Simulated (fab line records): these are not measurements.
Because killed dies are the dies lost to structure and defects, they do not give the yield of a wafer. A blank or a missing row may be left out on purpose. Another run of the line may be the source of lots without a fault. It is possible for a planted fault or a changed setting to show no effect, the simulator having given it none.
Matching of chambers | flow n5Finfet | N5_FIN_SAQP_STRIP_70 on rieDiel-02 has 4 sister chambers
The step strips in N2/H2. 4 wafers are shown with their chamber, then 9 later ones without.

== WAFERS WITH THEIR CHAMBER ==
wafer  | chamber | showerheadPlenumPTorr (Torr)
L086.4 | 2       | 3.52
L087.1 | 0       | 3.24
L087.2 | 3       | 3.45
L087.3 | 1       | 3.19

== WAFERS WITH NO CHAMBER GIVEN ==
wafer  | showerheadPlenumPTorr (Torr)
L093.2 | 3.44
L093.3 | 3.23
L093.6 | 3.51
L094.3 | 3.59
L094.4 | 3.23
L094.5 | 3.44
L097.1 | 3.44
L097.3 | 3.22
L097.6 | 3.44

== CHAMBER TAKEN BY EACH ==
wafer  | from the rows above     | in truth
L093.2 | 3                       | 3
L093.3 | can't be placed: 0 or 1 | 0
L093.6 | can't be placed: 2 or 3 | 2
L094.3 | 2                       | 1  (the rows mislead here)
L094.4 | can't be placed: 0 or 1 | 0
L094.5 | 3                       | 3
L097.1 | 3                       | 3
L097.3 | can't be placed: 0 or 1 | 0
L097.6 | 3                       | 3
4 of 9 placed correctly. These rows do not allow placing 4 (true chamber among the candidates in 4). Wrongly placed: 1.
How it was worked out, from the rows above alone: a wafer's distance from a chamber is the root of the sum, over the readings, of the square of ((its reading less the chamber's mean) divided by the reading's scatter). If the next closest chamber is less than 2 further off than the closest, the wafer can't be placed; otherwise it belongs to the closest. The mean given for a chamber averages the wafers shown for that chamber. The scatter: root of mean squared gap, hidden wafer to nearest shown wafer, with one shown wafer a chamber.
